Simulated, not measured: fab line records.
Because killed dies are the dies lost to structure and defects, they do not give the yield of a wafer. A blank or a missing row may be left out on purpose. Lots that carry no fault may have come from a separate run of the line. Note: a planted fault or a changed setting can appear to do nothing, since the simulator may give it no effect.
8D (eight disciplines) problem report, filled in by code | flow nand-harc | the parts of the form that need people (team, actions taken, sign-off) are left out

## 1. THE PROBLEM
Mean of raw-defect-count at NHARC_A_CHANNEL_HOLE_D1_INSPECT_40: 949 over 2 wafers from 1 lot, against 59 (standard deviation 17) on wafers with no fault. That puts it +52 standard deviations away from the usual mean.
The first sign was on wafer L308.2 at day 10 14:08, on defect-inspect-01. The record has a number at this step for 30 wafers belonging to 10 lots. Rule for "out", or "out of limits": more than 4 standard deviations from the usual mean. The other wafers with a number count as sound.

## 2. WHAT THIS IS AND IS NOT
question                    | is                | is not
which readings at this step | raw-defect-count  | -
which lots                  | L308              | L299, L300, L303, L312, L314, L316, L318, L320, L321
which wafers of those lots  | L308.2, L308.6    | L308.3
read on which gauges        | defect-inspect-01 | defect-inspect-02
when                        | from day 10 14:08 | up to then (10 sound wafers); but 18 sound wafers of L312, L314, L316, L318, L320, L321 came after

## 3. SUSPECTS, AND WHAT RULES EACH OUT
Counting: a tool at a process step up to the reading stays a suspect if it ran every lot that is out. Sound lots after the first of them don't rule it out here, since some wafers of a struck lot are sound.
- the gauge at NHARC_A_CHANNEL_HOLE_D1_INSPECT_40: kept. All the wafers that are out were read on defect-inspect-01, and no step on other tools shows them out.
- rie-diel-11 at NHARC_A_CHANNEL_HOLE_D1_DESCUM_15 (chemistry O2, time 3 s): kept. It processed L308, the lot that is out, at day 10 07:05, and its most recent sound lot before then was L303 at day 9 09:31.
- rie-diel-11 at NHARC_A_CHANNEL_HOLE_D1_ETCH_39 (etches the open film in N2/H2, target depth 260 nm, time 325 s): kept. It processed L308, the lot that is out, at day 10 07:35, and its most recent sound lot before then was L303 at day 9 09:57. With no start given for some of its lots, NHARC_A_CHANNEL_HOLE_D1_ETCH_39 uses the hours and lot order of NHARC_A_CHANNEL_HOLE_D1_ETCH_34.
- rie-diel-11 at NHARC_A_CHANNEL_HOLE_D1_ETCH_34 (etches the open film in CF4/CHF3, target depth 154 nm, time 77 s): kept. It processed L308, the lot that is out, at day 10 07:35, and its most recent sound lot before then was L303 at day 9 09:57.
- har-etch-02 at NHARC_A_CHANNEL_HOLE_D1_ETCH_21 (etches the open film in C4F8/O2/Ar, time 514.3 s, target depth 1600 nm): kept. It processed L308, the lot that is out, at day 10 08:53, and its most recent sound lot before then was L300 at day 8 08:32.
- Within rie-diel-11 at NHARC_A_CHANNEL_HOLE_D1_DESCUM_15: the wafers that are out ran in chambers 1, 2; their sound lot-mates ran in chamber 3.
- Within rie-diel-11 at NHARC_A_CHANNEL_HOLE_D1_ETCH_39, the wafers that are out were processed in chamber 2 and their sound lot-mates in chamber 1.
- Within rie-diel-11 at NHARC_A_CHANNEL_HOLE_D1_ETCH_34, the wafers that are out were processed in chamber 1 and their sound lot-mates in chamber 3.
- Within har-etch-02 at NHARC_A_CHANNEL_HOLE_D1_ETCH_21, the wafers that are out were processed in chamber 0 and their sound lot-mates in chamber 1.
Left after counting: rie-diel-11 at NHARC_A_CHANNEL_HOLE_D1_DESCUM_15, rie-diel-11 at NHARC_A_CHANNEL_HOLE_D1_ETCH_39, rie-diel-11 at NHARC_A_CHANNEL_HOLE_D1_ETCH_34, har-etch-02 at NHARC_A_CHANNEL_HOLE_D1_ETCH_21, defect-inspect-01 at NHARC_A_CHANNEL_HOLE_D1_INSPECT_40.

## 4. THE CAUSE (what the simulator had put in)
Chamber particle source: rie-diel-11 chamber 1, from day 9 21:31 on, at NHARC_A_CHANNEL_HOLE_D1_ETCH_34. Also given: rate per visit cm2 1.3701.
5 suspects survive the count, and this tool is in that group.

## 5. SEQUENCE OF EFFECTS, ordered by route
One row per reading whose mean, taken over the struck wafers that have a number, lies over 3 standard deviations from the usual. Scope: only readings with a usual standard deviation given in the record; hours: median across lots of the time from each lot's start at the first step in this table that gives one to its start at this step; sigmas: change in usual standard deviations.
hours | step                               | reading          | usual | on struck wafers | change | sigmas
0     | NHARC_A_CHANNEL_HOLE_D1_INSPECT_40 | raw-defect-count | 59    | 949              | +890   | +52
280   | NHARC_END_SORT_01                  | killed-dies      | 31    | 62               | +31    | +3.1

## 6. HOW IT WOULD HAVE BEEN CAUGHT EARLIER
The first out-of-limits reading at a measuring or inspecting step in this record came at day 10 14:08, 17 hours after the fault's start at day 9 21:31.
No tool reading at NHARC_A_CHANNEL_HOLE_D1_ETCH_34 that has a usual standard deviation in the record was out on any struck wafer, so an alarm limit of 4 standard deviations on those readings would not have fired.
By day 10 14:08 the whole set of lots that are out, 1 in number, had already begun NHARC_A_CHANNEL_HOLE_D1_ETCH_34 on rie-diel-11. Holding the tool at that point would not have protected any of them.
